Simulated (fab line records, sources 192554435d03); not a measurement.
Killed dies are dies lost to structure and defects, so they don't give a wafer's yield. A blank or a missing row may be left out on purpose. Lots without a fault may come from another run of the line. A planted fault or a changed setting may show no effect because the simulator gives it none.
A struck lot beside a sound one | flow n5_finfet | 16 steps out of a route of 1938
Sound: wafers L344.4, L344.5, L344.6. Struck: wafers L349.1, L349.4, L349.5. The cause comes at the end.
At each step with rows: each side's tool, then ch and its chambers, then its first start. Under that, the readings that differ: sound wafers | struck wafers | difference of the means | sigmas: that difference in standard deviations of wafers without a fault.
alike: readings whose means differ by less than 2 such deviations, and words and numbers that are the same on both sides. not compared: withheld readings, readings that some wafer has no value for, bounds like >300 that may hide the same value, and numbers for which the record gives no deviation and whose values overlap.
The two part at a step that has a row with sigmas, a row that says differs or no value, or rows on one side only. Numbers that don't overlap but have no deviation are shown without sigmas and don't part them. A reading that every wafer of one side lacks parts them only if that side has two wafers or more.

first, 8 steps without rows for these wafers: N5_ZERO_LAYER_HMDS_04 (time 60 s); N5_ZERO_LAYER_COAT_05 (resist thk 1000 nm); N5_ZERO_LAYER_EBR_07; N5_ZERO_LAYER_SOFTBAKE_06 (time 90 s); N5_ZERO_LAYER_EXPOSE_08 (exposes mask ZERO, defocus 0 nm, target cd 2000 nm); N5_ZERO_LAYER_PEB_09; N5_ZERO_LAYER_DEVELOP_10 (develop time 60 s); N5_ZERO_LAYER_HARDBAKE_23 (time 120 s).
N5_ZERO_LAYER_CD_MEAS_11: target cd 2000 nm.
  sound on cd_sem-03 ch 0, day 3 12:46; struck on cd_sem-01 ch 0, day 4 18:47
  alike: cd_nm
N5_ZERO_LAYER_DESCUM_16: chemistry O2, time 7.9 s.
  sound on rie_diel-04 ch 0,2,3, day 3 12:56; struck on rie_diel-03 ch 1,2,3, day 4 18:50
  alike: drypump_motor_current_A, oes_product_au, rf_vpp_V, showerhead_plenum_p_Torr, throttle_valve_pct
  not compared: rf_hours_counter_h
N5_ZERO_LAYER_ETCH_17: etches SiO2 in CF4, target depth 12 nm, time 13.3 s.
  sound on rie_diel-04 ch 0,2,3, day 3 12:58; struck on rie_diel-03 ch 1,2,3, day 4 18:52
  alike: bias_w, drypump_motor_current_A, oes_product_au, rf_vpp_V, showerhead_plenum_p_Torr, throttle_valve_pct
  not compared: rf_hours_counter_h
N5_ZERO_LAYER_ETCH_18: etches Si in HBr/Cl2, target depth 120 nm, time 40 s.
  sound on rie_si-05 ch 0,1,2, day 3 13:02; struck on rie_si-05 ch 0,1,3, day 4 18:56
  alike: bias_w, drypump_motor_current_A, mfc_cl2_sccm, oes_product_au, throttle_valve_pct
  not compared: rf_hours_counter_h
N5_ZERO_LAYER_STRIP_24: strips in O2.
  sound on plasma_asher-02 ch 0,1, day 3 13:10; struck on plasma_asher-01 ch 0, day 4 19:02
  no value came back on the struck wafers for any of 5 readings (chamber_pressure_mTorr (mTorr), drypump_motor_current_A (A) and others); on the sound wafers chamber_pressure_mTorr (mTorr) reads 1000.0 1001.4 999.0
  reading                                      | sound | struck            | difference | sigmas
  model.coat_of_ZERO_LAYER_COAT_05.thk_nm (nm) | 0 0 0 | 926.8 924.8 927.9 | +926.5     |
  not compared: rf_hours_counter_h
then, 1 step without rows for these wafers: N5_ZERO_LAYER_STRIP_19 (strips in SPM, time 900 s).
-- the record jumps here: 7 days lie between the struck wafers' starts before and after (it left off in module ZERO_LAYER and takes up again in module BEOL_M4, whose first step shown is number 1111 of the route) --
N5_BEOL_M4_RC_MEAS_101:
  sound on prober-01 ch 0, day 10 16:30; struck on prober-01 ch 0, day 11 17:13
  alike: DIBL_N, DIBL_P, IOFF_N, IOFF_P, ION_N, ION_P, SS_N, SS_P, VT_N, VT_P
then, 1 step without rows for these wafers: N5_PASSIVATION_PROBE_49.

WHERE THEY PART
Only at N5_ZERO_LAYER_STRIP_24, within this record. Later steps at which nothing parts them and some readings are alike: N5_BEOL_M4_RC_MEAS_101.

WHY: what the simulator had put in
Skipped step whole: plasma_asher-01, from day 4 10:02 on, at N5_ZERO_LAYER_STRIP_24. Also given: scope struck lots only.
